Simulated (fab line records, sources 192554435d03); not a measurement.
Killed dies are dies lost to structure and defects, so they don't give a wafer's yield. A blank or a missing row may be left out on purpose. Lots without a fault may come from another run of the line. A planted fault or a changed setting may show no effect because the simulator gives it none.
A struck lot beside a sound one | flow n5_finfet | 43 steps out of a route of 1938
Sound: wafers L908.2, L908.4, L908.6. Struck: wafers L896.2, L896.3, L896.4. The cause comes at the end.
At each step with rows: each side's tool, then ch and its chambers, then its first start. Under that, the readings that differ: sound wafers | struck wafers | difference of the means | sigmas: that difference in standard deviations of wafers without a fault.
alike: readings whose means differ by less than 2 such deviations, and words and numbers that are the same on both sides. not compared: withheld readings, readings that some wafer has no value for, bounds like >300 that may hide the same value, and numbers for which the record gives no deviation and whose values overlap.
The two part at a step that has a row with sigmas, a row that says differs or no value, or rows on one side only. Numbers that don't overlap but have no deviation are shown without sigmas and don't part them. A reading that every wafer of one side lacks parts them only if that side has two wafers or more.

first, 11 steps without rows for these wafers: N5_BEOL_M3_DESCUM_33 (chemistry O2, time 7 s); N5_BEOL_M3_ETCH_77 (etches underlayer in N2/H2, target depth 6.5 nm, time 5.2 s); N5_BEOL_M3_ETCH_69 (etches SiARC in CF4, target depth 15.6 nm, time 26 s); N5_BEOL_M3_ALD_98 (deposits SiO2, target thk 2.5 nm, pulse time 1 s, co reactant pulse time 1 s); N5_BEOL_M3_ETCHBACK_99 (etches SiO2 in CHF3, target depth 5 nm, time 10.4 s); N5_BEOL_M3_ETCH_70 (etches SOC in N2/H2, target depth 80 nm, overetch 16 nm, time 120 s); N5_BEOL_M3_STRIP_71 (strips in N2/H2); N5_BEOL_M3_STRIP_78 (strips in N2/H2); N5_BEOL_M3_VIA_ETCH_34 (etches the open film in C4F6/O2, target depth 69.4 nm, time 65.9 s); N5_BEOL_M3_STRIP_83 (strips in C4F6/O2); N5_BEOL_M3_STRIP_36 (strips in N2/H2).
N5_BEOL_M3_TRENCH_ETCH_37: etches SiOC in C4F6/O2, target depth 55.555 nm, time 29.2 s.
  sound on rie_diel-06 ch 1,2,3, day 13 07:56; struck on rie_diel-01 ch 0,1,3, day 9 21:14
  no value came back on the struck wafers for any of 7 readings (C4F6_flow_sccm (sccm), O2_flow_sccm (sccm) and others); on the sound wafers C4F6_flow_sccm (sccm) reads 10.009 9.970 10.032
  reading                                    | sound          | struck         | difference | sigmas
  model.TiN_of_BEOL_M3_HM_DEP_02.thk_nm (nm) | 17.6 17.8 17.6 | 20.2 20.2 20.4 | +2.6       |
  not compared: rf_hours_counter_h
then, 2 steps without rows for these wafers: N5_BEOL_M3_ETCH_41 (etches SiCN in CH3F/O2, target depth 29.9 nm, time 52.5 s); N5_BEOL_M3_STRIP_97 (strips in N2/H2, time 10 s).
N5_BEOL_M3_OCD_MEAS_38:
  sound on ocd-02, day 13 08:05; struck on ocd-02, day 9 21:23
  reading              | sound          | struck    | difference | sigmas
  trench_depth_nm (nm) | 55.4 54.8 56.4 | 0.1 0 0.1 | -55.5      | -91
then, 25 steps without rows for these wafers: N5_BEOL_M3_HM_STRIP_39 (strips TiN in peroxide tin strip, target depth 25 nm, time 158 s); N5_BEOL_M3_SRD_40 (time 30 s); N5_BEOL_M3_PRECLEAN_42 (cleans in residue remover, time 60 s); N5_BEOL_M3_SRD_43 (time 30 s); N5_BEOL_M3_DEGAS_44 (time 60 s); N5_BEOL_M3_PRE_CLEAN_45 (time 30 s); N5_BEOL_M3_ALD_84 (deposits TaN, pulse time 2 s, purge time 3 s, co reactant purge time 2 s); N5_BEOL_M3_SURFACE_TREAT_85; N5_BEOL_M3_CVD_47 (deposits Co from CCTBA/H2, target thk 3 nm, time 223.8 s); N5_BEOL_M3_SPUTTER_48 (material Cu, target thk 4.5 nm, time 8.29 s); N5_BEOL_M3_ANNEAL_49 (time 240 s); N5_BEOL_M3_SPUTTER_79 (material Cu, target thk 4.5 nm, time 8.29 s); N5_BEOL_M3_ANNEAL_80 (time 240 s); N5_BEOL_M3_SPUTTER_81 (material Cu, target thk 4.5 nm, time 8.29 s); N5_BEOL_M3_ANNEAL_82 (time 240 s); N5_BEOL_M3_SPUTTER_86 (material Cu, target thk 4.5 nm, time 8.29 s); N5_BEOL_M3_ANNEAL_87 (time 240 s); N5_BEOL_M3_SPUTTER_88 (material Cu, target thk 4.5 nm, time 8.29 s); N5_BEOL_M3_ANNEAL_89 (time 240 s); N5_BEOL_M3_SPUTTER_90 (material Cu, target thk 4.5 nm, time 8.29 s); N5_BEOL_M3_ANNEAL_91 (time 240 s); N5_BEOL_M3_SPUTTER_92 (material Cu, target thk 4.5 nm, time 8.29 s); N5_BEOL_M3_ANNEAL_93 (time 240 s); N5_BEOL_M3_SPUTTER_94 (material Cu, target thk 4.5 nm, time 8.29 s); N5_BEOL_M3_ANNEAL_95 (time 240 s).
N5_BEOL_M3_CMP_52: polishes, stops on SiOC, t overpolish 6.8 s, target thk 40 nm.
  sound on cmp-03 ch 1,3, day 13 12:34; struck on cmp-04 ch 0,1,2, day 10 01:03
  reading                                | sound          | struck    | difference | sigmas
  model.Cu_of_BEOL_M3_ECD_50.thk_nm (nm) | 38.8 42.8 40.6 | 1.4 1.4 0 | -39.8      |
  alike: motor_current_A
N5_BEOL_M4_RC_MEAS_101:
  the record has rows for the sound wafers here (prober-02 ch 0, day 13 22:02) and none for the struck ones
-- the record jumps here: 4 days lie between the struck wafers' starts before and after (it left off in module BEOL_M4 and takes up again in module PASSIVATION, whose first step shown is number 1936 of the route) --
N5_PASSIVATION_PROBE_49:
  sound on prober-01, day 18 20:22; struck on prober-01, day 14 12:58
  reading                  | sound          | struck         | difference | sigmas
  defect_limited_yield (%) | 93.0 91.5 92.5 | 0 0 0          | -92        | -66
  killed_at_M0_to_M3       | 27 36 35       | 1103 1119 1136 | +1087      | +99
  killed_dies              | 83 100 89      | 1180 1180 1180 | +1089      | +64
  killed_on_rim            | 18 10 15       | 152 152 152    | +138       | +31
  sort_bin_5_function (%)  | 4.7 4.8 4.2    | 96.9 96.8 96.4 | +92.1      | +97
  sort_n_pass              | 1097 1080 1091 | 0 0 0          | -1089      | -64
  sort_yield_pct (%)       | 93.0 91.5 92.5 | 0 0 0          | -92        | -66
  alike: killed_at_M4_up, killed_at_contacts, killed_at_front_end, killed_at_other, killed_open, killed_short, sort_bin_6_memory

WHERE THEY PART
First at N5_BEOL_M3_TRENCH_ETCH_37; last, within this record, at N5_PASSIVATION_PROBE_49.

WHY: what the simulator had put in
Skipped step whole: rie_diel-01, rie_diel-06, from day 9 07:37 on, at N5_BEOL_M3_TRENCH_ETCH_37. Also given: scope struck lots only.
